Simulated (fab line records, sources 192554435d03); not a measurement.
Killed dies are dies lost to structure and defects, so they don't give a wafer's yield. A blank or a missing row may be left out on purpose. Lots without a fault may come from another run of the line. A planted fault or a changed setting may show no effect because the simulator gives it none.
fab line records | flow n5_finfet | part 2 of 2: steps 25 to 31 of 31
record lots=5 wafers=15 last_day=20
route steps=1938 shown BEOL_M12@1613
lots that met no fault: from a run of the same line without faults
start_h: hours from the record's first day to the start of the lot's first wafer shown | wait_h: hours since the lot's step before | " the same as in the row above | L1.1+2: a row that stands for several wafers | - no value, or no start given | * or withheld: withheld | < > ~ a bound
route shown NAME@n: a module of which the file shows steps, and the number in the route of the first | usual: mean/standard deviation of fault-free wafers | same: alike in all rows | chamber/n: place in a boat | sites: the reading at each site | _std_site: their standard deviation | _edge_site: outer sites' mean less inner sites' | radius_mm: how far each site lies from the wafer's centre | mask NAME#n: copy n | behind: the tool/chamber that last shaped the wafer | hold: why the lot was held/for how many hours/how that ended | device: the transistor (n, p or np) that didn't switch | end of line: the same wafers' tests at the end of the route | a step without rows: its recipe alone | killed: dies lost to structure and defects at the first sort, not the wafer's yield | map: a wafer's dies, x killed, . not, _ none there
set.NAME: the setting as run; set.NAME@STEP: as run at that earlier step | model.NAME: the simulator's own value behind a step, which no gauge read
lots at some steps of the route; a table a step, a row a wafer
services: from which hour (start_h, from the record's first day; less than 0 if before it) a tool's chamber was out of use, for how many hours, and why
## steps
# step N5_BEOL_M12_ETCH_68
# recipe chemistry=N2/H2 target=SOC mask_material=SiARC source_w=3000 bias_w=350 temp_c=40 time_s=285 ion_energy_ev=200 pressure_mtorr=30 n2_flow_sccm=200 h2_flow_sccm=200
# usual drypump_motor_current_A=5.7/0.59 oes_product_au=0.80/0.095 rf_vpp_V=524.6/2.3 showerhead_plenum_p_Torr=2.58/0.079 throttle_valve_pct=17.71/0.22
# columns lot.wafer tool chamber start_h wait_h drypump_motor_current_A oes_product_au rf_hours_counter_h rf_vpp_V showerhead_plenum_p_Torr throttle_valve_pct
L074.2 rie_diel-01 1 305.19 0.1 6.5 0.90 37 521.4 2.48 17.35
L074.4 " 3 " " 5.8 0.68 240 522.7 2.50 17.99
L074.6 " 2 " " 5.2 0.81 - 523.3 2.56 18.05
L081.1 rie_diel-03 3 347.23 0.1 6.3 0.69 239 521.7 2.51 17.69
L081.2 " 0 " " 5.2 0.69 233 521.2 2.51 17.52
L081.3 " 1 " " 4.9 0.81 112 527.2 2.67 17.81
L080.2 rie_diel-03 3 371.37 0.1 6.3 0.69 247 524.2 2.51 17.71
L080.3 " 1 " " 4.9 0.80 120 526.0 2.66 17.82
L080.5 " 3 " " 6.3 0.69 - 521.8 2.51 17.70
L094.1 rie_diel-04 2 415.28 0.1 5.3 0.89 48 526.5 2.70 17.74
L094.4 " 0 " " 5.8 0.89 28 526.5 2.71 17.75
L094.5 " 0 " " 5.8 0.89 - 528.0 2.71 17.73
L096.3 rie_diel-04 0 440.75 0.1 5.8 0.88 37 527.3 2.71 17.75
L096.5 " 3 " " 6.0 0.87 - 525.7 2.59 17.45
L096.6 " 2 " " 5.3 0.88 - 527.8 2.70 17.77
# step N5_BEOL_M12_STRIP_69
# recipe chemistry=N2/H2 temp_c=40 n2_flow_sccm=200 h2_flow_sccm=200 rf_frequency_hz=6e+07
# columns lot.wafer tool chamber start_h wait_h
L074.2+4+6 rie_diel-01 1,3,2 305.36 0.1
L081.1+2+3 rie_diel-03 3,0,1 347.40 0.1
L080.2+3+5 rie_diel-03 3,1,3 371.54 0.1
L094.1+4+5 rie_diel-04 2,0,0 415.45 0.1
L096.3+5+6 rie_diel-04 0,3,2 440.92 0.1
# step N5_BEOL_M12_TRENCH_ETCH_34
# recipe chemistry=C4F8/O2/Ar target=SiOC target_depth_a=3189.5 mask_material=SOC pressure_mtorr=30 source_w=3000 bias_w=700 Ar_flow_sccm=400 C4F8_flow_sccm=15 O2_flow_sccm=8 he_inner_torr=15 he_outer_torr=30 time_s=125.5 ion_energy_ev=250
# usual drypump_motor_current_A=5.7/0.59 oes_product_au=0.80/0.095 rf_vpp_V=666.6/2.8 showerhead_plenum_p_Torr=3.46/0.093 throttle_valve_pct=24.13/0.21
# columns lot.wafer tool chamber start_h wait_h drypump_motor_current_A oes_product_au rf_hours_counter_h rf_vpp_V showerhead_plenum_p_Torr throttle_valve_pct
L074.2 rie_diel-01 1 305.37 0.0 6.5 0.90 37 664.5 3.35 23.90
L074.4 " 3 " " 5.7 0.69 240 664.9 3.35 24.33
L074.6 " 2 " " 5.2 0.80 - 666.1 3.44 24.45
L081.1 rie_diel-03 3 347.41 0.0 6.3 0.69 239 665.4 3.36 23.97
L081.2 " 0 " " 5.2 0.69 233 664.8 3.39 23.96
L081.3 " 1 " " 4.8 0.81 113 670.4 3.55 24.23
L080.2 rie_diel-03 3 371.55 0.0 6.3 0.68 247 664.5 3.36 23.99
L080.3 " 1 " " 4.9 0.78 120 669.9 3.55 24.21
L080.5 " 3 " " 6.3 0.69 - 664.3 3.36 24.00
L094.1 rie_diel-04 2 415.46 0.0 5.3 0.90 49 671.3 3.60 24.19
L094.4 " 0 " " 5.8 0.90 28 670.4 3.62 24.15
L094.5 " 0 " " 5.8 0.90 - 670.4 3.62 24.15
L096.3 rie_diel-04 0 440.93 0.0 5.8 0.88 37 670.3 3.61 24.17
L096.5 " 3 " " 6.0 0.87 - 666.9 3.48 23.88
L096.6 " 2 " " 5.3 0.88 - 671.2 3.60 24.23
# step N5_BEOL_M12_STRIP_70
# recipe chemistry=C4F8/O2/Ar resist=SiARC rf_frequency_hz=6e+07
# columns lot.wafer tool chamber start_h wait_h
L074.2+4+6 rie_diel-01 1,3,2 305.49 0.1
L081.1+2+3 rie_diel-03 3,0,1 347.53 0.1
L080.2+3+5 rie_diel-03 3,1,3 371.66 0.1
L094.1+4+5 rie_diel-04 2,0,0 415.57 0.1
L096.3+5+6 rie_diel-04 0,3,2 441.04 0.1
# step N5_BEOL_M12_OCD_MEAS_35
# usual trench_depth_nm=320/5
# columns lot.wafer tool chamber start_h wait_h trench_depth_nm
L074.2 ocd-02 - 305.53 0.0 328
L074.4 " - " " 317
L074.6 " - " " 315
L081.1 ocd-02 - 347.57 0.0 316
L081.2 " - " " 316
L081.3 " - " " 321
L080.2 ocd-02 - 371.71 0.0 313
L080.3 " - " " 317
L080.5 " - " " 314
L094.1 ocd-01 - 415.62 0.0 325
L094.4 " - " " 324
L094.5 " - " " 326
L096.3 ocd-01 - 441.09 0.0 324
L096.5 " - " " 324
L096.6 " - " " 321
# step N5_BEOL_M12_STRIP_37
# recipe chemistry=N2/H2 power_w=1000 temp_c=250 h2_frac=0.65 overash_fraction=0.3 pressure_mtorr=withheld n2_flow_sccm=1750 h2_flow_sccm=3250
# usual drypump_motor_current_A=5.7/0.47 heater_power_w=327/44 oes_product_au=0.790/0.0096
# columns lot.wafer tool chamber start_h wait_h drypump_motor_current_A heater_power_w oes_product_au rf_hours_counter_h
L074.2 plasma_asher-01 0 305.57 0.0 6.1 273 0.773 69
L074.4 " 1 " " 4.9 347 0.787 -
L074.6 " 1 " " 4.9 336 0.793 -
L081.1 plasma_asher-02 1 347.60 0.0 5.8 315 0.791 151
L081.2 " 0 " " 6.0 388 0.788 151
L081.3 " 0 " " 6.0 387 0.799 -
L080.2 plasma_asher-01 0 371.74 0.0 6.1 277 0.787 80
L080.3 " 0 " " 6.1 265 0.786 -
L080.5 " 1 " " 4.9 338 0.787 -
L094.1 plasma_asher-02 0 415.66 0.0 6.0 390 0.788 165
L094.4 " 1 " " 5.8 309 0.763 -
L094.5 " 1 " " 5.8 310 0.798 -
L096.3 plasma_asher-01 0 441.14 0.1 6.1 269 0.799 -
L096.5 " 0 " " 6.1 265 0.797 -
L096.6 " 1 " " 4.9 345 0.794 -
# step N5_BEOL_M12_ETCH_38
# recipe chemistry=CF4/N2 target=SiCN target_depth_a=687 taper_deg=2 time_s=73.4 ion_energy_ev=150 mask_material=SiO2 pressure_mtorr=40 source_w=430 bias_w=70 Ar_flow_sccm=100 cf4_flow_sccm=60 n2_flow_sccm=60
# usual cf4_flow_sccm=59.97/0.17 drypump_motor_current_A=5.8/0.5 oes_product_au=0.84/0.095 rf_vpp_V=382.3/1.8 showerhead_plenum_p_Torr=2.21/0.068 throttle_valve_pct=15.36/0.27
# columns lot.wafer tool chamber start_h wait_h cf4_flow_sccm drypump_motor_current_A oes_product_au rf_hours_counter_h rf_vpp_V showerhead_plenum_p_Torr throttle_valve_pct
L074.2 rie_diel-04 0 305.68 - 59.77 5.7 0.68 243 379.4 2.09 15.75
L074.4 " 2 " " 59.86 5.3 0.98 5 386.9 2.35 15.31
L074.6 " 2 " " 60.11 5.3 0.97 - 386.6 2.35 15.31
L081.1 rie_diel-04 1 353.40 - 59.76 6.2 0.74 173 382.0 2.20 15.87
L081.2 " 2 " " 60.07 5.3 0.93 24 385.3 2.34 15.35
L081.3 " 0 " " 59.65 5.7 0.99 1 385.4 2.35 15.27
L080.2 rie_diel-01 3 374.02 - 59.89 5.7 0.99 7 381.5 2.16 15.28
L080.3 " 0 " " 59.90 6.0 0.79 87 380.2 2.14 15.35
L080.5 " 3 " " 59.86 5.7 0.99 - 383.3 2.16 15.27
L094.1 rie_diel-04 1 418.59 - 60.00 6.2 0.71 198 381.5 2.19 15.92
L094.4 " 3 " " 59.78 6.0 0.90 32 383.0 2.25 15.03
L094.5 " 1 " " 59.97 6.2 0.71 - 382.9 2.19 15.92
L096.3 rie_diel-03 0 442.19 - 60.11 5.2 0.94 6 380.9 2.17 14.85
L096.5 " 0 " " 59.91 5.2 0.96 - 380.0 2.17 14.83
L096.6 " 1 " " 59.80 4.9 0.77 - 386.4 2.29 15.62
## services
# columns tool chamber start_h hours kind
krf_scanner-01 - 281.60 1.1 repair
plasma_asher-01 - 292.03 0.4 repair
krf_scanner-01 - 294.14 1.0 pm
plasma_asher-01 - 308.05 1.9 repair
rie_diel-04 3 315.93 - clean
rie_diel-04 3 315.93 - consumable_replace:focus_ring
rie_diel-04 3 315.93 15.1 scheduled_down
rie_diel-01 0 320.42 4.8 repair
krf_scanner-02 - 328.62 1.3 pm
krf_scanner-01 - 344.45 1.3 pm
krf_scanner-01 - 346.17 8.2 repair
rie_diel-01 - 351.87 2.8 pm
rie_diel-03 3 381.15 - clean
rie_diel-03 3 381.15 - consumable_replace:focus_ring
rie_diel-03 3 381.15 31.9 scheduled_down
rie_diel-03 3 381.15 31.9 vent_cycle
krf_scanner-01 - 394.57 0.8 pm
krf_scanner-02 - 406.07 1.0 pm
plasma_asher-02 - 406.45 2.6 repair
rie_diel-03 0 413.15 - clean
rie_diel-03 0 413.15 - consumable_replace:focus_ring
rie_diel-03 0 413.15 12.8 scheduled_down
rie_diel-03 0 413.15 12.8 vent_cycle
plasma_asher-01 - 430.01 2.1 repair
